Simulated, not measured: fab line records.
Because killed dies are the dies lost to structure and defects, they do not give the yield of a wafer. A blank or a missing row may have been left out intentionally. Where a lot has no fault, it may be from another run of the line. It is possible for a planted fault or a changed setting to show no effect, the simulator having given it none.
Which of the tools did it? + flow n5-finfet + 12 lots with 31 wafers sampled at 4 steps, on a route of 1938 steps

## WHAT THE GAUGES READ, wafer by wafer
N5_FIN_CUT_INSPECT_17: inspects for defects (brightfield). Usual: 225 for raw-defect-count, sd 58.
| lot  | measured    | on                | raw-defect-count | flag |
|------|-------------|-------------------|------------------|------|
| L894 | day 2 04:07 | defect-inspect-02 | 236 336 252      |      |
| L896 | day 2 16:44 | defect-inspect-02 | 175 302 434      |      |
| L900 | day 3 17:16 | defect-inspect-02 | 316 224          |      |
| L901 | day 3 21:20 | defect-inspect-02 | 138 175          |      |
| L902 | day 4 04:27 | defect-inspect-01 | 250 244          |      |
| L903 | day 4 10:37 | defect-inspect-02 | 1373 1455 1405   | OFF  |
| L904 | day 4 16:55 | defect-inspect-01 | 1398 1367 1360   | OFF  |
| L912 | day 6 17:06 | defect-inspect-01 | 261 318          |      |
| L913 | day 6 21:26 | defect-inspect-02 | 263 258 252      |      |
| L914 | day 7 04:26 | defect-inspect-02 | 195 219          |      |
| L915 | day 7 10:04 | defect-inspect-01 | 242 210 150      |      |
| L917 | day 8 02:21 | defect-inspect-01 | 203 200 252      |      |

## WHAT TOOL EACH LOT RAN ON (gives the tool, then ch and the chambers of the sampled wafers, and finally the start)
| lot  | N5_FIN_SAQP_ETCH_64             | N5_FIN_CUT_PRECLEAN_35            | N5_FIN_CUT_CUT_ETCH_28          |
|------|---------------------------------|-----------------------------------|---------------------------------|
| L894 | rie-si-05 ch 0,2,3, day 2 02:23 | vapor-etch-02 ch 0,1, day 2 03:45 | rie-si-01 ch 1,2,3, day 2 03:53 |
| L896 | rie-si-05 ch 1,2, day 2 15:06   | vapor-etch-02 ch 0,1, day 2 16:23 | rie-si-01 ch 1,2,3, day 2 16:29 |
| L900 | rie-si-02 ch 2,3, day 3 15:38   | vapor-etch-01 ch 0, day 3 16:54   | rie-si-06 ch 2, day 3 17:02     |
| L901 | rie-si-03 ch 2,3, day 3 19:44   | vapor-etch-02 ch 0,1, day 3 20:58 | rie-si-06 ch 0,1, day 3 21:07   |
| L902 | rie-si-02 ch 2,3, day 4 02:43   | vapor-etch-02 ch 0, day 4 04:05   | rie-si-01 ch 1,3, day 4 04:13   |
| L903 | rie-si-03 ch 0,1,3, day 4 09:00 | vapor-etch-01 ch 0,1, day 4 10:14 | rie-si-06 ch 0,1,2, day 4 10:23 |
| L904 | rie-si-02 ch 0,2, day 4 15:01   | vapor-etch-01 ch 0, day 4 16:29   | rie-si-06 ch 0,2, day 4 16:37   |
| L912 | rie-si-05 ch 0,3, day 6 15:22   | vapor-etch-02 ch 0,1, day 6 16:45 | rie-si-01 ch 1,2, day 6 16:52   |
| L913 | rie-si-03 ch 0,2,3, day 6 19:44 | vapor-etch-02 ch 0,1, day 6 21:03 | rie-si-04 ch 1,2, day 6 21:11   |
| L914 | rie-si-02 ch 2,3, day 7 02:41   | vapor-etch-01 ch 1, day 7 04:04   | rie-si-06 ch 2,3, day 7 04:13   |
| L915 | rie-si-02 ch 0,1, day 7 08:10   | vapor-etch-01 ch 0,1, day 7 09:33 | rie-si-04 ch 2,3, day 7 09:41   |
| L917 | rie-si-02 ch 0,1,3, day 8 00:30 | vapor-etch-01 ch 0,1, day 8 01:59 | rie-si-06 ch 1,3, day 8 02:08   |
- N5_FIN_SAQP_ETCH_64: etches SiO2 in CF4, target depth 1.5 nm.
- N5_FIN_CUT_PRECLEAN_35: cleans in vHF, time 13.3 s.
- N5_FIN_CUT_CUT_ETCH_28: etches Si in HBr/Cl2/O2, target depth 6 nm, time 2.4 s.

## AS READ BY THE TOOLS THEMSELVES (means over the sampled wafers that have a number; for cases with no such wafer, the mark the record gives instead)
N5_FIN_SAQP_ETCH_64. Usual: bias-w 400.0 W, standard deviation 1.2; cf4-flow-sccm 79.97 sccm, standard deviation 0.25; drypump-motor-current-A 5.9 A, standard deviation 0.39; oes-product-au 1.009 a.u., standard deviation 0.022; throttle-valve-pct 21.74 %, standard deviation 0.19.
| lot  | tool      | bias-w (W) | cf4-flow-sccm (sccm) | drypump-motor-current-A (A) | oes-product-au (a.u.) | throttle-valve-pct (%) | flag |
|------|-----------|------------|----------------------|-----------------------------|-----------------------|------------------------|------|
| L894 | rie-si-05 | 399.0      | 79.85                | 6.0                         | 1.007                 | 21.62                  |      |
| L896 | rie-si-05 | 400.8      | 79.99                | 6.0                         | 1.001                 | 21.68                  |      |
| L900 | rie-si-02 | 402.3      | 79.94                | 5.6                         | 1.010                 | 21.70                  |      |
| L901 | rie-si-03 | 398.8      | 80.06                | 5.7                         | 1.034                 | 21.83                  |      |
| L902 | rie-si-02 | 399.4      | 80.09                | 5.6                         | 1.009                 | 21.68                  |      |
| L903 | rie-si-03 | 399.5      | 79.92                | 5.9                         | 1.012                 | 21.77                  |      |
| L904 | rie-si-02 | 399.3      | 80.21                | 5.7                         | 1.026                 | 22.00                  |      |
| L912 | rie-si-05 | 400.1      | 79.92                | 5.9                         | 0.998                 | 21.61                  |      |
| L913 | rie-si-03 | 399.2      | 79.96                | 5.9                         | 1.024                 | 21.95                  |      |
| L914 | rie-si-02 | 401.0      | 79.96                | 5.7                         | 1.000                 | 21.67                  |      |
| L915 | rie-si-02 | 400.4      | 79.87                | 6.0                         | 1.022                 | 21.83                  |      |
| L917 | rie-si-02 | 399.4      | 80.15                | 6.1                         | 1.008                 | 21.64                  |      |

N5_FIN_CUT_PRECLEAN_35. Usual: 6.0 A for drypump-motor-current-A, sd 0.37.
| lot  | tool          | drypump-motor-current-A (A) | flag |
|------|---------------|-----------------------------|------|
| L894 | vapor-etch-02 | 6.0                         |      |
| L896 | vapor-etch-02 | 6.1                         |      |
| L900 | vapor-etch-01 | 6.3                         |      |
| L901 | vapor-etch-02 | 6.0                         |      |
| L902 | vapor-etch-02 | 6.2                         |      |
| L903 | vapor-etch-01 | 6.0                         |      |
| L904 | vapor-etch-01 | 6.3                         |      |
| L912 | vapor-etch-02 | 6.0                         |      |
| L913 | vapor-etch-02 | 6.1                         |      |
| L914 | vapor-etch-01 | 5.5                         |      |
| L915 | vapor-etch-01 | 5.8                         |      |
| L917 | vapor-etch-01 | 5.8                         |      |

N5_FIN_CUT_CUT_ETCH_28. Usual: drypump-motor-current-A 6.0 A, standard deviation 0.47; oes-product-au 1.007 a.u., standard deviation 0.015; throttle-valve-pct 37.3 %, standard deviation 0.41.
| lot  | tool      | drypump-motor-current-A (A) | oes-product-au (a.u.) | throttle-valve-pct (%) | flag |
|------|-----------|-----------------------------|-----------------------|------------------------|------|
| L894 | rie-si-01 | 6.4                         | 1.006                 | 37.5                   |      |
| L896 | rie-si-01 | 6.4                         | 1.008                 | 37.5                   |      |
| L900 | rie-si-06 | 5.8                         | 1.006                 | 37.0                   |      |
| L901 | rie-si-06 | 6.2                         | 1.002                 | 36.9                   |      |
| L902 | rie-si-01 | 6.5                         | 1.017                 | 37.4                   |      |
| L903 | rie-si-06 | 6.1                         | 1.001                 | 36.9                   |      |
| L904 | rie-si-06 | 5.9                         | 1.004                 | 37.0                   |      |
| L912 | rie-si-01 | 6.3                         | 0.995                 | 37.5                   |      |
| L913 | rie-si-04 | 5.6                         | 1.005                 | 37.7                   |      |
| L914 | rie-si-06 | 5.3                         | 1.013                 | 36.9                   |      |
| L915 | rie-si-04 | 5.9                         | 1.000                 | 37.6                   |      |
| L917 | rie-si-06 | 5.6                         | 1.014                 | 36.7                   |      |

## THE ANSWER, worked out from the rows above alone
Rule: a lot is off if the mean of its wafers that have a number lies more than 3 standard deviations from the usual mean. Also off: a lot with no number at a reading for which 4 or more lots have one. The other lots that the step has rows for count as sound. After the gauges, taken in route order, come the tools' own readings; for these a lot's mean is taken, as printed above. At the first step where some lot is off, the reading lying furthest off is the one used; lots without a number count as furthest.
Off, at N5_FIN_CUT_INSPECT_17 on raw-defect-count: L903, L904.
A tool fits if, at a process step before that reading, it ran every lot that is off, and no sound lot after the first of them. Gauges at N5_FIN_CUT_INSPECT_17: tried the same way as those tools. No candidate that was tried fits.

## WHAT THE SIMULATOR HAD INSERTED
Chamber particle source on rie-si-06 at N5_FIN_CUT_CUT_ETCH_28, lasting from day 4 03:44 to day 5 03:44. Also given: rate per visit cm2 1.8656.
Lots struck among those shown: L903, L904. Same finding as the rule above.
